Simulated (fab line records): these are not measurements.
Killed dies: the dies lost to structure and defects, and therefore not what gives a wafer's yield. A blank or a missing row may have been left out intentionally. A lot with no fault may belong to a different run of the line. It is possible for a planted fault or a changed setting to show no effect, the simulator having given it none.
What tool caused it?	flow n5_finfet	24 lots, 72 wafers sampled, at 6 steps of a route of 1938

== WHAT THE GAUGES READ, wafer by wafer ==
N5_BEOL_M1_RS_MEAS_58: a four-point-probe measurement. Usual: M1_RS gives 0.69 ohm/sq (standard deviation 0.04).
lot	measured	on	M1_RS (ohm/sq)	flag
L074	day 6 11:31	film_metro-01	0.69 0.68 0.64	
L075	day 6 15:42	film_metro-02	0.74 0.68 0.66	
L076	day 6 17:39	film_metro-02	0.70 0.66 0.70	
L077	day 7 02:28	film_metro-01	0.72 0.69 0.75	
L078	day 7 08:39	film_metro-02	0.70 0.65 0.69	
L079	day 7 17:14	film_metro-02	0.67 0.70 0.61	
L080	day 7 20:20	film_metro-01	0.70 0.73 0.66	
L081	day 7 22:05	film_metro-01	0.62 0.68 0.62	
L082	day 8 13:38	film_metro-01	0.71 0.68 0.62	
L083	day 8 19:28	film_metro-01	0.68 0.69 0.63	
L084	day 8 23:28	film_metro-02	0.67 0.65 0.64	
L085	day 9 08:53	film_metro-02	0.70 0.66 0.69	
L086	day 9 16:49	film_metro-01	0.62 0.64 0.63	
L087	day 9 17:34	film_metro-02	0.64 0.65 0.62	
L088	day 10 01:56	film_metro-01	0.64 0.67 0.63	
L089	day 10 03:20	film_metro-01	0.73 0.66 0.71	
L090	day 10 05:35	film_metro-01	0.69 0.66 0.65	
L091	day 10 14:26	film_metro-02	0.63 0.69 0.69	
L092	day 10 23:11	film_metro-01	0.74 0.69 0.70	
L094	day 11 09:26	film_metro-01	0.72 0.74 0.69	
L093	day 11 09:38	film_metro-01	0.67 0.73 0.68	
L095	day 11 16:03	film_metro-02	0.70 0.79 0.74	
L096	day 12 09:02	film_metro-02	0.79 0.76 0.77	
L097	day 12 09:14	film_metro-02	0.75 0.70 0.70	

== EACH LOT AND THE TOOL THAT RAN IT (in order: tool; ch and the chambers of the sampled wafers; start) ==
lot	N5_BEOL_M1_STRIP_36	N5_BEOL_M1_ANNEAL_80	N5_BEOL_M1_SPUTTER_86	N5_BEOL_M1_SPUTTER_96	N5_BEOL_M1_PRE_CLEAN_60
L074	rie_diel-03 ch 2,3, day 6 07:22	pvd_sputter-01, day 6 08:56	pvd_sputter-01, day 6 09:17	pvd_sputter-01, day 6 10:23	cvd_co-02 ch 0,1,2, day 6 11:18
L075	rie_diel-06 ch 0,1,2, day 6 10:13	pvd_sputter-02, day 6 12:28	pvd_sputter-02, day 6 12:51	pvd_sputter-02, day 6 14:02	cvd_co-01 ch 0,2, day 6 15:25
L076	rie_diel-03 ch 0,2, day 6 13:16	pvd_sputter-03, day 6 14:52	pvd_sputter-03, day 6 15:14	pvd_sputter-03, day 6 16:20	cvd_co-02 ch 0,2, day 6 17:25
L077	rie_diel-06 ch 2,3, day 6 19:41	pvd_sputter-01, day 6 21:34	pvd_sputter-01, day 6 21:56	pvd_sputter-01, day 6 23:02	cvd_co-02 ch 0,2, day 7 02:14
L078	rie_diel-03 ch 0,2, day 7 04:09	pvd_sputter-03, day 7 05:23	pvd_sputter-03, day 7 05:45	pvd_sputter-03, day 7 06:51	cvd_co-02 ch 0,1, day 7 08:26
L079	rie_diel-06 ch 0,2,3, day 7 12:21	pvd_sputter-03, day 7 14:13	pvd_sputter-03, day 7 14:34	pvd_sputter-03, day 7 15:40	cvd_co-02 ch 0,1,2, day 7 17:00
L080	rie_diel-06 ch 2,3, day 7 15:35	pvd_sputter-02, day 7 17:49	pvd_sputter-02, day 7 18:10	pvd_sputter-02, day 7 19:16	cvd_co-01 ch 0,1,2, day 7 20:07
L081	rie_diel-04 ch 0,1, day 7 18:02	pvd_sputter-01, day 7 19:34	pvd_sputter-01, day 7 19:55	pvd_sputter-01, day 7 21:01	cvd_co-02 ch 0,1,2, day 7 21:51
L082	rie_diel-03 ch 0,1,2, day 8 08:44	pvd_sputter-01, day 8 10:56	pvd_sputter-01, day 8 11:21	pvd_sputter-01, day 8 12:35	cvd_co-01 ch 0,1,2, day 8 13:25
L083	rie_diel-06 ch 0,2,3, day 8 15:23	pvd_sputter-01, day 8 16:58	pvd_sputter-01, day 8 17:19	pvd_sputter-01, day 8 18:25	cvd_co-01 ch 0,1,2, day 8 19:14
L084	rie_diel-03 ch 0,1,2, day 8 19:13	pvd_sputter-03, day 8 20:58	pvd_sputter-03, day 8 21:19	pvd_sputter-03, day 8 22:25	cvd_co-02 ch 0,1, day 8 23:15
L085	rie_diel-06 ch 2,3, day 9 04:06	pvd_sputter-02, day 9 05:43	pvd_sputter-02, day 9 06:04	pvd_sputter-02, day 9 07:10	cvd_co-01 ch 1,2, day 9 08:40
L086	rie_diel-06 ch 0,2,3, day 9 12:36	pvd_sputter-01, day 9 14:15	pvd_sputter-01, day 9 14:37	pvd_sputter-01, day 9 15:43	cvd_co-02 ch 0,1,2, day 9 16:35
L087	rie_diel-03 ch 1,3, day 9 13:16	pvd_sputter-02, day 9 15:03	pvd_sputter-02, day 9 15:25	pvd_sputter-02, day 9 16:31	cvd_co-01 ch 0,2, day 9 17:20
L088	rie_diel-06 ch 0,2,3, day 9 21:56	pvd_sputter-01, day 9 23:25	pvd_sputter-01, day 9 23:47	pvd_sputter-01, day 10 00:53	cvd_co-01 ch 0,1,2, day 10 01:42
L089	rie_diel-03 ch 0,1,3, day 9 22:22	pvd_sputter-02, day 10 00:50	pvd_sputter-02, day 10 01:11	pvd_sputter-02, day 10 02:17	cvd_co-01 ch 0,1,2, day 10 03:07
L090	rie_diel-03 ch 0,1,3, day 10 01:15	pvd_sputter-02, day 10 02:56	pvd_sputter-02, day 10 03:17	pvd_sputter-02, day 10 04:23	cvd_co-02 ch 0,1,2, day 10 05:21
L091	rie_diel-03 ch 0,1,3, day 10 10:01	pvd_sputter-03, day 10 11:49	pvd_sputter-03, day 10 12:10	pvd_sputter-03, day 10 13:16	cvd_co-01 ch 0,1,2, day 10 14:11
L092	rie_diel-06 ch 0,1,3, day 10 19:01	pvd_sputter-01, day 10 20:28	pvd_sputter-01, day 10 20:49	pvd_sputter-01, day 10 21:55	cvd_co-01 ch 0,2, day 10 22:55
L094	rie_diel-03 ch 1,2, day 11 05:05	pvd_sputter-03, day 11 06:46	pvd_sputter-03, day 11 07:10	pvd_sputter-03, day 11 08:22	cvd_co-02 ch 0,2, day 11 09:11
L093	rie_diel-04 ch 0,1,3, day 11 05:16	pvd_sputter-02, day 11 07:07	pvd_sputter-02, day 11 07:29	pvd_sputter-02, day 11 08:35	cvd_co-01 ch 0,1, day 11 09:25
L095	rie_diel-03 ch 0,1, day 11 12:02	pvd_sputter-03, day 11 13:32	pvd_sputter-03, day 11 13:54	pvd_sputter-03, day 11 15:00	cvd_co-01 ch 0,2, day 11 15:49
L096	rie_diel-03 ch 0,1, day 12 04:53	pvd_sputter-02, day 12 06:30	pvd_sputter-02, day 12 06:52	pvd_sputter-02, day 12 07:58	cvd_co-01 ch 1,2, day 12 08:47
L097	rie_diel-06 ch 1,2,3, day 12 04:55	pvd_sputter-01, day 12 06:37	pvd_sputter-01, day 12 06:58	pvd_sputter-01, day 12 08:04	cvd_co-01 ch 0,2, day 12 08:59
- N5_BEOL_M1_STRIP_36: strips in N2/H2.
- N5_BEOL_M1_ANNEAL_80: time 240 s.
- N5_BEOL_M1_SPUTTER_86: material Cu, target thk 4.5 nm, time 8.29 s.
- N5_BEOL_M1_SPUTTER_96: material Cu, target thk 4.5 nm, time 8.29 s.
- N5_BEOL_M1_PRE_CLEAN_60: time 15 s.

== WHAT THE TOOLS THEMSELVES READ (means of the sampled wafers that have a number; where no wafer has one, the mark that the record gives instead) ==
N5_BEOL_M1_STRIP_36. Usual: value, then standard deviation, for each; chamber_pressure_mTorr 20.002 mTorr / 0.026; drypump_motor_current_A 6.0 A / 0.56; oes_product_au 0.75 a.u. / 0.081; power_w 450.3 W / 1.2; rf_vpp_V 59.4 V / 1.4; showerhead_plenum_p_Torr 2.51 Torr / 0.075; throttle_valve_pct 23.6 % / 0.33.
lot	tool	chamber_pressure_mTorr (mTorr)	drypump_motor_current_A (A)	oes_product_au (a.u.)	power_w (W)	rf_vpp_V (V)	showerhead_plenum_p_Torr (Torr)	throttle_valve_pct (%)	flag
L074	rie_diel-03	19.996	6.3	0.71	450.2	59.9	2.55	23.3	
L075	rie_diel-06	20.013	5.7	0.73	450.1	58.6	2.52	23.7	
L076	rie_diel-03	20.001	6.3	0.72	450.5	59.7	2.52	23.2	
L077	rie_diel-06	20.032	5.5	0.71	451.3	59.3	2.48	23.7	
L078	rie_diel-03	19.985	6.3	0.72	451.3	60.1	2.51	23.2	
L079	rie_diel-06	20.002	5.9	0.73	449.4	60.1	2.49	23.7	
L080	rie_diel-06	19.995	6.2	0.69	450.7	59.7	2.44	23.8	
L081	rie_diel-04	20.016	6.4	0.76	449.7	59.8	2.52	23.6	
L082	rie_diel-03	20.001	6.1	0.73	448.9	59.7	2.53	23.3	
L083	rie_diel-06	20.022	5.9	0.72	449.6	58.4	2.49	23.7	
L084	rie_diel-03	20.000	6.1	0.73	450.0	58.8	2.53	23.3	
L085	rie_diel-06	19.981	6.2	0.68	449.7	60.0	2.44	23.8	
L086	rie_diel-06	19.963	5.9	0.71	451.3	59.3	2.49	23.7	
L087	rie_diel-03	20.006	6.2	0.71	450.6	60.1	2.53	23.8	
L088	rie_diel-06	20.000	5.9	0.71	450.4	58.4	2.48	23.7	
L089	rie_diel-03	20.008	6.2	0.72	449.6	58.9	2.51	23.7	
L090	rie_diel-03	19.993	6.2	0.73	449.7	59.4	2.51	23.6	
L091	rie_diel-03	19.974	6.2	0.73	450.4	59.3	2.51	23.7	
L092	rie_diel-06	19.976	6.3	0.79	449.9	59.5	2.47	23.6	
L094	rie_diel-03	19.996	6.0	0.89	449.9	59.6	2.58	23.0	
L093	rie_diel-04	19.989	6.2	0.75	450.7	60.5	2.55	23.9	
L095	rie_diel-03	20.000	6.2	0.74	449.7	59.8	2.47	23.5	
L096	rie_diel-03	20.028	6.0	0.72	451.0	59.1	2.54	23.5	
L097	rie_diel-06	20.016	5.9	0.85	450.6	58.6	2.56	23.5	

N5_BEOL_M1_ANNEAL_80. Usual: heater_power_w 811 W, standard deviation 83; susceptor_temp_C 399.98 C, standard deviation 0.24; susceptor_temp_C_max 400.9, standard deviation 0.39.
lot	tool	heater_power_w (W)	susceptor_temp_C (C)	susceptor_temp_C_max	flag
L074	pvd_sputter-01	830	399.95	400.8	
L075	pvd_sputter-02	892	400.16	401.2	
L076	pvd_sputter-03	739	400.04	401.1	
L077	pvd_sputter-01	769	400.01	401.1	
L078	pvd_sputter-03	741	399.96	400.9	
L079	pvd_sputter-03	771	400.21	401.1	
L080	pvd_sputter-02	902	400.04	400.8	
L081	pvd_sputter-01	883	400.01	400.7	
L082	pvd_sputter-01	821	400.03	400.9	
L083	pvd_sputter-01	801	399.91	400.8	
L084	pvd_sputter-03	773	400.04	401.1	
L085	pvd_sputter-02	885	399.93	400.7	
L086	pvd_sputter-01	797	399.73	400.6	
L087	pvd_sputter-02	810	399.90	401.0	
L088	pvd_sputter-01	757	400.07	401.3	
L089	pvd_sputter-02	909	399.88	400.6	
L090	pvd_sputter-02	892	400.14	401.0	
L091	pvd_sputter-03	762	400.00	401.0	
L092	pvd_sputter-01	797	399.90	400.8	
L094	pvd_sputter-03	774	399.89	401.3	
L093	pvd_sputter-02	850	399.94	400.9	
L095	pvd_sputter-03	773	399.81	401.0	
L096	pvd_sputter-02	912	400.18	400.8	
L097	pvd_sputter-01	799	400.12	400.9	

N5_BEOL_M1_SPUTTER_86. Usual: susceptor_temp_C -20.02 C, standard deviation 0.1; throttle_valve_pct 30.0 %, standard deviation 1.6.
lot	tool	susceptor_temp_C (C)	throttle_valve_pct (%)	flag
L074	pvd_sputter-01	-20.05	30.6	
L075	pvd_sputter-02	-20.13	30.4	
L076	pvd_sputter-03	-19.89	29.6	
L077	pvd_sputter-01	-20.13	29.5	
L078	pvd_sputter-03	-20.03	31.1	
L079	pvd_sputter-03	-20.13	30.1	
L080	pvd_sputter-02	-20.00	30.4	
L081	pvd_sputter-01	-20.08	30.7	
L082	pvd_sputter-01	-20.00	30.1	
L083	pvd_sputter-01	-19.99	29.0	
L084	pvd_sputter-03	-19.96	28.9	
L085	pvd_sputter-02	-19.99	30.2	
L086	pvd_sputter-01	-20.02	28.9	
L087	pvd_sputter-02	-20.00	30.7	
L088	pvd_sputter-01	-20.00	29.0	
L089	pvd_sputter-02	-20.01	30.8	
L090	pvd_sputter-02	-19.99	30.4	
L091	pvd_sputter-03	-19.92	30.3	
L092	pvd_sputter-01	-20.05	29.2	
L094	pvd_sputter-03	-20.11	28.9	
L093	pvd_sputter-02	-20.03	30.1	
L095	pvd_sputter-03	-20.04	30.2	
L096	pvd_sputter-02	-19.98	30.9	
L097	pvd_sputter-01	-20.07	28.3	

N5_BEOL_M1_SPUTTER_96. Usual: susceptor_temp_C -20.01 C, standard deviation 0.096; throttle_valve_pct 30.0 %, standard deviation 1.5.
lot	tool	susceptor_temp_C (C)	throttle_valve_pct (%)	flag
L074	pvd_sputter-01	-19.98	30.7	
L075	pvd_sputter-02	-20.07	30.5	
L076	pvd_sputter-03	-19.94	29.5	
L077	pvd_sputter-01	-20.05	29.3	
L078	pvd_sputter-03	-20.03	31.1	
L079	pvd_sputter-03	-20.00	30.2	
L080	pvd_sputter-02	-19.98	30.5	
L081	pvd_sputter-01	-20.01	30.8	
L082	pvd_sputter-01	-19.98	30.1	
L083	pvd_sputter-01	-20.05	29.1	
L084	pvd_sputter-03	-19.96	29.0	
L085	pvd_sputter-02	-20.06	30.2	
L086	pvd_sputter-01	-20.00	29.0	
L087	pvd_sputter-02	-19.93	30.8	
L088	pvd_sputter-01	-19.96	29.0	
L089	pvd_sputter-02	-19.99	30.8	
L090	pvd_sputter-02	-19.92	30.4	
L091	pvd_sputter-03	-19.90	30.1	
L092	pvd_sputter-01	-20.01	28.9	
L094	pvd_sputter-03	-19.99	28.8	
L093	pvd_sputter-02	-19.99	29.9	
L095	pvd_sputter-03	-19.99	30.4	
L096	pvd_sputter-02	-20.08	30.7	
L097	pvd_sputter-01	-19.85	28.6	

N5_BEOL_M1_PRE_CLEAN_60. Usual: 85 W for heater_power_w, sd 38.
lot	tool	heater_power_w (W)	flag
L074	cvd_co-02	114	
L075	cvd_co-01	72	
L076	cvd_co-02	96	
L077	cvd_co-02	95	
L078	cvd_co-02	147	
L079	cvd_co-02	115	
L080	cvd_co-01	61	
L081	cvd_co-02	114	
L082	cvd_co-01	63	
L083	cvd_co-01	64	
L084	cvd_co-02	129	
L085	cvd_co-01	52	
L086	cvd_co-02	115	
L087	cvd_co-01	72	
L088	cvd_co-01	63	
L089	cvd_co-01	63	
L090	cvd_co-02	116	
L091	cvd_co-01	63	
L092	cvd_co-01	74	
L094	cvd_co-02	97	
L093	cvd_co-01	73	
L095	cvd_co-01	63	
L096	cvd_co-01	54	
L097	cvd_co-01	63	

== THE ANSWER, worked out from the rows above alone ==
Rule: a lot counts as off when the mean over its wafers that have a number is more than 3 standard deviations away from the usual mean. Also off: a lot with no number at a reading for which 4 or more lots have one. Where the step has rows for the other lots, those lots are counted as sound. Order of review: gauges by route order, followed by the tools' own readings, for which a lot's mean as printed above is used. The first step at which some lot is off is used, and at that step the reading that is off furthest; a lot without a number counts as furthest.
None of the lots is off at any reading shown; this tells nothing.

== WHAT HAD BEEN PUT IN BY THE SIMULATOR ==
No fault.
